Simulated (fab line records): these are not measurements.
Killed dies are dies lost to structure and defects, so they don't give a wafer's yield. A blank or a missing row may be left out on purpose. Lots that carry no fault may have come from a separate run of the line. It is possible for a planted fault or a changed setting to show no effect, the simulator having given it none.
Chamber matching :: flow n5 finfet :: N5_BEOL_M8_DEP_56 on pecvd-01: 3 sister chambers
The step deposits SiCN from 3MS/NH3, target thk 10 nm, time 17.5 s. 3 wafers are shown with their chamber, then 9 later ones without.

## EACH WAFER AND ITS CHAMBER
wafer: L083.4
chamber: 2
showerhead vpp V (V): 800

wafer: L088.3
chamber: 1
showerhead vpp V (V): 973

wafer: L088.4
chamber: 0
showerhead vpp V (V): 937

## WAFERS WHOSE CHAMBER IS MISSING
wafer: L089.2
showerhead vpp V (V): 918

wafer: L089.3
showerhead vpp V (V): 804

wafer: L089.4
showerhead vpp V (V): 813

wafer: L090.1
showerhead vpp V (V): 811

wafer: L090.3
showerhead vpp V (V): 973

wafer: L090.4
showerhead vpp V (V): 982

wafer: L097.2
showerhead vpp V (V): 943

wafer: L097.3
showerhead vpp V (V): 795

wafer: L097.5
showerhead vpp V (V): 980

## THE CHAMBER EACH PASSED THROUGH
wafer: L089.2
from the rows above: 0
in truth: 0

wafer: L089.3
from the rows above: 2
in truth: 2

wafer: L089.4
from the rows above: 2
in truth: 2

wafer: L090.1
from the rows above: 2
in truth: 2

wafer: L090.3
from the rows above: 1
in truth: 1

wafer: L090.4
from the rows above: 1
in truth: 1

wafer: L097.2
from the rows above: 0
in truth: 0

wafer: L097.3
from the rows above: 2
in truth: 2

wafer: L097.5
from the rows above: 1
in truth: 1
Correct placement for 9 of the 9. Not placeable from these rows: 0. Placed wrongly: 0.
How it was worked out, from the rows above alone: a wafer's distance from a chamber is the root of the sum, over the readings, of the square of ((its reading less the chamber's mean) divided by the reading's scatter). The wafer belongs to the nearest chamber; if the next one is less than 2 further off, it can't be placed. A chamber's mean is the mean of its shown wafers. The scatter: root of mean squared gap, hidden wafer to nearest shown wafer, with one shown wafer a chamber.
